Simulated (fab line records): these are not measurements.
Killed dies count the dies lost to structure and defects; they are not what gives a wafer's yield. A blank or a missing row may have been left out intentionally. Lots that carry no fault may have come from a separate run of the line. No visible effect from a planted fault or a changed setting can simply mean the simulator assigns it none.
Matching of chambers ; flow n5_finfet ; N5_BEOL_M10_DESCUM_33 on rie_diel-05 has 4 sister chambers
The step chemistry O2, time 7.9 s. 16 wafers are shown with their chamber, then 8 later ones without.

== EACH WAFER AND ITS CHAMBER ==
wafer;chamber;drypump_motor_current_A (A);throttle_valve_pct (%);showerhead_plenum_p_Torr (Torr)
L077.3;0;5.57;20.29;2.11
L077.5;2;6.16;20.50;2.09
L077.6;1;5.80;19.83;2.12
L079.2;2;6.15;20.53;2.09
L079.4;1;5.80;19.85;2.11
L079.6;3;5.91;20.27;2.04
L083.2;3;5.90;20.30;2.04
L083.3;1;5.81;19.85;2.11
L083.5;3;5.88;20.27;2.04
L089.2;0;5.58;20.33;2.10
L089.4;2;6.13;20.57;2.08
L089.5;2;6.15;20.57;2.07
L090.2;3;5.85;20.33;2.03
L090.3;0;5.62;20.34;2.10
L090.4;2;6.16;20.58;2.07
L094.1;0;5.59;20.35;2.10

SIGNATURES (averages over the wafers above)
reading;chamber 0;chamber 1;chamber 2;chamber 3;scatter within a chamber
drypump_motor_current_A;5.5900;5.8033;6.1500;5.8850;0.0186
throttle_valve_pct;20.3275;19.8433;20.5500;20.2925;0.028
showerhead_plenum_p_Torr;2.1025;2.1133;2.0800;2.0375;0.00717
Rule: distance of a wafer from a chamber = root of the sum over the readings of ((wafer's reading minus chamber's mean) / reading's scatter) squared. The wafer belongs to the nearest chamber; if the next one is less than 2 further off, it can't be placed. How the scatter is found: for the shown wafers, subtract from each reading the mean of its chamber, square and add these, divide the total by (wafers less chambers), then take the root.

== WAFERS WITHOUT THEIR CHAMBER ==
wafer;drypump_motor_current_A (A);throttle_valve_pct (%);showerhead_plenum_p_Torr (Torr)
L094.2;5.85;20.34;2.03
L094.3;6.14;20.57;2.07
L097.1;5.58;20.35;2.10
L097.5;6.15;20.58;2.07
L097.6;5.81;19.94;2.10
L095.1;5.82;19.91;2.10
L095.4;6.17;20.61;2.07
L095.5;5.81;19.93;2.10

== THE CHAMBER EACH PASSED THROUGH ==
wafer;from the rows above;in truth
L094.2;3;3
L094.3;2;2
L097.1;0;0
L097.5;2;2
L097.6;1;1
L095.1;1;1
L095.4;2;2
L095.5;1;1
Placed correctly: 8 of 8. Number that these rows cannot place: 0. Placed wrongly: 0.
